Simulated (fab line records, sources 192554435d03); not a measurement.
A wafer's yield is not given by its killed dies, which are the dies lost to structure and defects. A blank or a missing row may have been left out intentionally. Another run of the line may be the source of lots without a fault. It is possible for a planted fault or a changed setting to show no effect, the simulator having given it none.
What tool caused it? + flow n5_finfet + Sampling: 9 lots, 27 wafers, 6 of 1938 route steps

== WHAT THE GAUGES READ, wafer by wafer ==
N5_FIN_CUT_INSPECT_17: inspects for defects (brightfield). Usual: raw_defect_count at 211, with a standard deviation of 62.
| lot  | measured    | on                | raw_defect_count | flag |
|------|-------------|-------------------|------------------|------|
| L782 | day 2 12:02 | defect_inspect-02 | 392 204 280      |      |
| L784 | day 3 01:25 | defect_inspect-02 | 286 271 501      |      |
| L785 | day 3 05:04 | defect_inspect-02 | 125 146 136      |      |
| L788 | day 3 22:28 | defect_inspect-01 | 167 288 160      |      |
| L789 | day 4 04:03 | defect_inspect-02 | 150 228 232      |      |
| L796 | day 5 23:21 | defect_inspect-01 | 262 243 188      |      |
| L797 | day 6 03:29 | defect_inspect-01 | 804 843 873      | OFF  |
| L798 | day 6 10:49 | defect_inspect-01 | 998 903 980      | OFF  |
| L804 | day 7 22:52 | defect_inspect-01 | 194 211 317      |      |

N5_BEOL_M4_RC_MEAS_101. Usual: DIBL_N 36.7 mV/V, standard deviation 2.4; DIBL_P 37.4 mV/V, standard deviation 2.9; IOFF_N 0.18 nA/um, standard deviation 0.05; IOFF_P 0.23 nA/um, standard deviation 0.058; ION_N 683 uA/um, standard deviation 16; ION_P 467 uA/um, standard deviation 11; SS_N 71.7 mV/dec, standard deviation 0.77; SS_P 73.5 mV/dec, standard deviation 0.87; VT_N 249 mV, standard deviation 4.3; VT_P -250 mV, standard deviation 4.4.
| lot  | measured     | on        | DIBL_N (mV/V)  | DIBL_P (mV/V)  | IOFF_N (nA/um) | IOFF_P (nA/um) | ION_N (uA/um) | ION_P (uA/um) | SS_N (mV/dec)  | SS_P (mV/dec)  | VT_N (mV)   | VT_P (mV)      | flag |
|------|--------------|-----------|----------------|----------------|----------------|----------------|---------------|---------------|----------------|----------------|-------------|----------------|------|
| L782 | day 8 08:13  | prober-02 | 35.9 35.8 38.7 | 34.4 36.3 38.9 | 0.14 0.16 0.21 | 0.17 0.21 0.25 | 669 697 704   | 455 481 479   | 71.1 71.3 71.7 | 72.3 73.1 74.3 | 254 247 247 | -253 -251 -248 |      |
| L784 | day 8 13:13  | prober-02 | 44.2 35.3 38.9 | 45.7 36.6 40.1 | 0.35 0.15 0.20 | 0.40 0.23 0.28 | 696 685 669   | 473 471 463   | 73.9 71.3 72.6 | 76.2 73.1 73.9 | 242 251 247 | -242 -250 -247 |      |
| L785 | day 8 22:30  | prober-01 | 37.9 33.1 34.5 | 36.9 32.0 32.7 | 0.17 0.11 0.12 | 0.20 0.14 0.14 | 657 679 660   | 450 458 447   | 72.0 71.3 70.7 | 73.5 71.7 72.0 | 251 252 257 | -251 -257 -256 |      |
| L788 | day 9 10:56  | prober-02 | 32.5 34.6 34.8 | 34.2 35.3 36.9 | 0.14 0.14 0.16 | 0.19 0.19 0.23 | 686 671 694   | 485 463 486   | 69.9 71.3 70.7 | 72.6 73.1 73.0 | 249 252 247 | -249 -250 -247 |      |
| L789 | day 9 17:10  | prober-01 | 39.1 35.8 39.2 | 37.9 35.5 39.8 | 0.23 0.16 0.24 | 0.31 0.25 0.35 | 676 682 699   | 473 475 477   | 73.1 71.4 71.8 | 73.8 73.0 74.4 | 245 250 244 | -244 -248 -241 |      |
| L796 | day 11 11:47 | prober-01 | 35.1 35.5 36.0 | 35.5 35.2 37.2 | 0.17 0.16 0.18 | 0.21 0.20 0.22 | 667 662 672   | 459 451 461   | 71.8 71.6 72.4 | 73.4 72.3 73.4 | 250 251 250 | -249 -251 -250 |      |
| L797 | day 11 19:21 | prober-01 | 39.2 36.9 36.5 | 41.4 37.3 37.2 | 0.21 0.16 0.14 | 0.29 0.22 0.20 | 693 668 665   | 474 459 456   | 72.1 71.3 71.3 | 74.3 72.6 73.1 | 249 250 253 | -245 -251 -253 |      |
| L798 | day 11 20:03 | prober-02 | 34.8 32.5 34.2 | 37.0 34.5 36.5 | 0.14 0.11 0.13 | 0.21 0.17 0.19 | 662 665 658   | 461 463 460   | 71.4 70.2 70.7 | 73.7 72.6 73.0 | 254 258 255 | -249 -253 -252 |      |
| L804 | day 13 12:54 | prober-02 | 36.6 37.9 37.5 | 38.0 38.7 39.5 | 0.18 0.18 0.22 | 0.20 0.21 0.24 | 698 673 697   | 473 456 466   | 71.7 71.9 72.2 | 73.0 73.6 73.6 | 247 249 243 | -252 -252 -249 |      |

== WHAT TOOL EACH LOT RAN ON (gives the tool, then ch and the chambers of the sampled wafers, and finally the start) ==
| lot  | N5_FIN_CUT_CUT_ETCH_27            | N5_FIN_CUT_CUT_ETCH_28          | N5_STI_FIN_REVEAL_ALD_14         | N5_STI_FIN_REVEAL_STRIP_24        |
|------|-----------------------------------|---------------------------------|----------------------------------|-----------------------------------|
| L782 | rie_diel-06 ch 0,1,3, day 2 11:31 | rie_si-03 ch 0,1,3, day 2 11:43 | ald_sin-01 ch 0,2,3, day 2 12:08 | rie_diel-03 ch 1,2,3, day 2 17:56 |
| L784 | rie_diel-06 ch 0,2, day 3 00:57   | rie_si-03 ch 0,1,3, day 3 01:09 | ald_sin-02 ch 1,2,3, day 3 01:31 | rie_diel-03 ch 0,2, day 3 08:02   |
| L785 | rie_diel-06 ch 1,3, day 3 04:32   | rie_si-03 ch 1,3, day 3 04:44   | ald_sin-02 ch 1,2, day 3 05:25   | rie_diel-03 ch 0,1,2, day 3 11:08 |
| L788 | rie_diel-02 ch 2,3, day 3 22:01   | rie_si-06 ch 0,2,3, day 3 22:14 | ald_sin-03 ch 1,2, day 3 22:33   | rie_diel-03 ch 1,3, day 4 04:19   |
| L789 | rie_diel-02 ch 1,3, day 4 03:30   | rie_si-03 ch 0,3, day 4 03:42   | ald_sin-01 ch 0,2,3, day 4 04:31 | rie_diel-01 ch 0,1,3, day 4 10:15 |
| L796 | rie_diel-02 ch 0,2,3, day 5 22:55 | rie_si-03 ch 2,3, day 5 23:07   | ald_sin-03 ch 1,2, day 5 23:26   | rie_diel-01 ch 2,3, day 6 05:13   |
| L797 | rie_diel-02 ch 1,2,3, day 6 03:02 | rie_si-03 ch 0,3, day 6 03:15   | ald_sin-01 ch 0,1,2, day 6 03:34 | rie_diel-04 ch 0,1,3, day 6 09:20 |
| L798 | rie_diel-05 ch 2,3, day 6 10:02   | rie_si-03 ch 0,3, day 6 10:35   | ald_sin-02 ch 0,2, day 6 10:55   | rie_diel-04 ch 1,3, day 6 16:38   |
| L804 | rie_diel-06 ch 0,2,3, day 7 22:26 | rie_si-06 ch 0,1,3, day 7 22:38 | ald_sin-03 ch 0,1,3, day 7 23:19 | rie_diel-03 ch 0,2,3, day 8 05:08 |
- N5_FIN_CUT_CUT_ETCH_27: etches SiO2 in CHF3/O2, target depth 4 nm, overetch 2 nm, time 4.9 s.
- N5_FIN_CUT_CUT_ETCH_28: etches Si in HBr/Cl2/O2, target depth 6 nm, time 2.4 s.
- N5_STI_FIN_REVEAL_ALD_14: deposits Si3N4, target thk 3 nm.
- N5_STI_FIN_REVEAL_STRIP_24: strips in N2/H2, time 90 s.

== WHAT THE TOOLS THEMSELVES READ (means of the sampled wafers that have a number; where no wafer has one, the mark that the record gives instead) ==
N5_FIN_CUT_CUT_ETCH_27. Usual: O2_flow_sccm 4.999 sccm, standard deviation 0.015; drypump_motor_current_A 5.5 A, standard deviation 0.43; oes_product_au 0.64 a.u., standard deviation 0.058; rf_vpp_V 515 V, standard deviation 17; showerhead_plenum_p_Torr 2.43 Torr, standard deviation 0.082; throttle_valve_pct 18.71 %, standard deviation 0.14.
| lot  | tool        | O2_flow_sccm (sccm) | drypump_motor_current_A (A) | oes_product_au (a.u.) | rf_vpp_V (V) | showerhead_plenum_p_Torr (Torr) | throttle_valve_pct (%) | flag |
|------|-------------|---------------------|-----------------------------|-----------------------|--------------|---------------------------------|------------------------|------|
| L782 | rie_diel-06 | 5.003               | 5.4                         | 0.59                  | 508          | 2.38                            | 18.70                  |      |
| L784 | rie_diel-06 | 5.024               | 5.6                         | 0.59                  | 524          | 2.49                            | 18.74                  |      |
| L785 | rie_diel-06 | 5.007               | 5.5                         | 0.63                  | 497          | 2.30                            | 18.60                  |      |
| L788 | rie_diel-02 | 5.004               | 5.6                         | 0.61                  | 506          | 2.47                            | 18.81                  |      |
| L789 | rie_diel-02 | 5.007               | 5.9                         | 0.63                  | 499          | 2.40                            | 18.62                  |      |
| L796 | rie_diel-02 | 4.994               | 5.5                         | 0.60                  | 517          | 2.44                            | 18.86                  |      |
| L797 | rie_diel-02 | 5.000               | 5.8                         | 0.60                  | 502          | 2.41                            | 18.75                  |      |
| L798 | rie_diel-05 | 4.999               | 5.1                         | 0.68                  | 536          | 2.50                            | 18.60                  |      |
| L804 | rie_diel-06 | 5.007               | 5.6                         | 0.68                  | 512          | 2.41                            | 18.58                  |      |

N5_FIN_CUT_CUT_ETCH_28. Usual: O2_flow_sccm 12.00 sccm, standard deviation 0.037; drypump_motor_current_A 5.7 A, standard deviation 0.53; oes_product_au 0.992 a.u., standard deviation 0.015; throttle_valve_pct 37.2 %, standard deviation 0.62.
| lot  | tool      | O2_flow_sccm (sccm) | drypump_motor_current_A (A) | oes_product_au (a.u.) | throttle_valve_pct (%) | flag |
|------|-----------|---------------------|-----------------------------|-----------------------|------------------------|------|
| L782 | rie_si-03 | 12.00               | 5.5                         | 0.989                 | 36.9                   |      |
| L784 | rie_si-03 | 12.02               | 5.5                         | 0.995                 | 36.9                   |      |
| L785 | rie_si-03 | 12.02               | 5.4                         | 0.983                 | 37.2                   |      |
| L788 | rie_si-06 | 12.02               | 5.4                         | 0.991                 | 38.0                   |      |
| L789 | rie_si-03 | 11.95               | 5.6                         | 1.006                 | 36.5                   |      |
| L796 | rie_si-03 | 11.96               | 6.0                         | 0.979                 | 36.5                   |      |
| L797 | rie_si-03 | 12.00               | 5.3                         | 1.010                 | 36.6                   |      |
| L798 | rie_si-03 | 12.00               | 5.6                         | 1.006                 | 36.5                   |      |
| L804 | rie_si-06 | 11.99               | 5.3                         | 0.990                 | 37.7                   |      |

N5_STI_FIN_REVEAL_ALD_14. Usual: heater_power_w at 826 W, with a standard deviation of 78.
| lot  | tool       | heater_power_w (W) | flag |
|------|------------|--------------------|------|
| L782 | ald_sin-01 | 879                |      |
| L784 | ald_sin-02 | 813                |      |
| L785 | ald_sin-02 | 880                |      |
| L788 | ald_sin-03 | 797                |      |
| L789 | ald_sin-01 | 883                |      |
| L796 | ald_sin-03 | 803                |      |
| L797 | ald_sin-01 | 875                |      |
| L798 | ald_sin-02 | 775                |      |
| L804 | ald_sin-03 | 841                |      |

N5_STI_FIN_REVEAL_STRIP_24. Usual: drypump_motor_current_A 5.7 A, standard deviation 0.46; oes_product_au 0.81 a.u., standard deviation 0.094; rf_vpp_V 45.3 V, standard deviation 0.8; showerhead_plenum_p_Torr 3.44 Torr, standard deviation 0.14; throttle_valve_pct 12.2 %, standard deviation 0.34.
| lot  | tool        | drypump_motor_current_A (A) | oes_product_au (a.u.) | rf_vpp_V (V) | showerhead_plenum_p_Torr (Torr) | throttle_valve_pct (%) | flag |
|------|-------------|-----------------------------|-----------------------|--------------|---------------------------------|------------------------|------|
| L782 | rie_diel-03 | 5.6                         | 0.85                  | 45.0         | 3.44                            | 12.0                   |      |
| L784 | rie_diel-03 | 6.2                         | 0.78                  | 45.7         | 3.44                            | 12.3                   |      |
| L785 | rie_diel-03 | 5.9                         | 0.85                  | 45.1         | 3.45                            | 12.0                   |      |
| L788 | rie_diel-03 | 5.4                         | 0.88                  | 45.2         | 3.54                            | 12.0                   |      |
| L789 | rie_diel-01 | 6.0                         | 0.78                  | 45.3         | 3.42                            | 12.2                   |      |
| L796 | rie_diel-01 | 5.3                         | 0.70                  | 45.4         | 3.33                            | 12.7                   |      |
| L797 | rie_diel-04 | 5.4                         | 0.84                  | 44.6         | 3.39                            | 12.2                   |      |
| L798 | rie_diel-04 | 5.6                         | 0.85                  | 45.4         | 3.29                            | 12.1                   |      |
| L804 | rie_diel-03 | 6.0                         | 0.73                  | 45.3         | 3.40                            | 12.4                   |      |

== THE ANSWER, worked out from the rows above alone ==
Rule: take the mean of a lot's wafers that have a number; if it is more than 3 standard deviations from the usual mean, the lot is off. Also off: a lot with no number at a reading for which 4 or more lots have one. The other lots that the step has rows for count as sound. First the gauges in route order, then the tools' own readings, where a lot's mean is used as printed above. The first step at which some lot is off is used, and at that step the reading that is off furthest; a lot without a number counts as furthest.
Off at N5_FIN_CUT_INSPECT_17 (raw_defect_count): L797, L798.
A tool fits if, at a process step before that reading, it ran every lot that is off, and no sound lot after the first of them. Gauges at N5_FIN_CUT_INSPECT_17: tried the same way as those tools. One candidate fits, namely rie_si-03 at N5_FIN_CUT_CUT_ETCH_28. A fault onset in the window from L796 (day 5 23:07, its last sound lot) to L797 (day 6 03:15, its first lot off) fits.

== WHAT HAD BEEN PUT IN BY THE SIMULATOR ==
Chamber particle source: rie_si-03, from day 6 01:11 on, at N5_FIN_CUT_CUT_ETCH_28. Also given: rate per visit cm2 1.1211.
Struck lots among those shown: L797, L798. Same finding as the rule above.
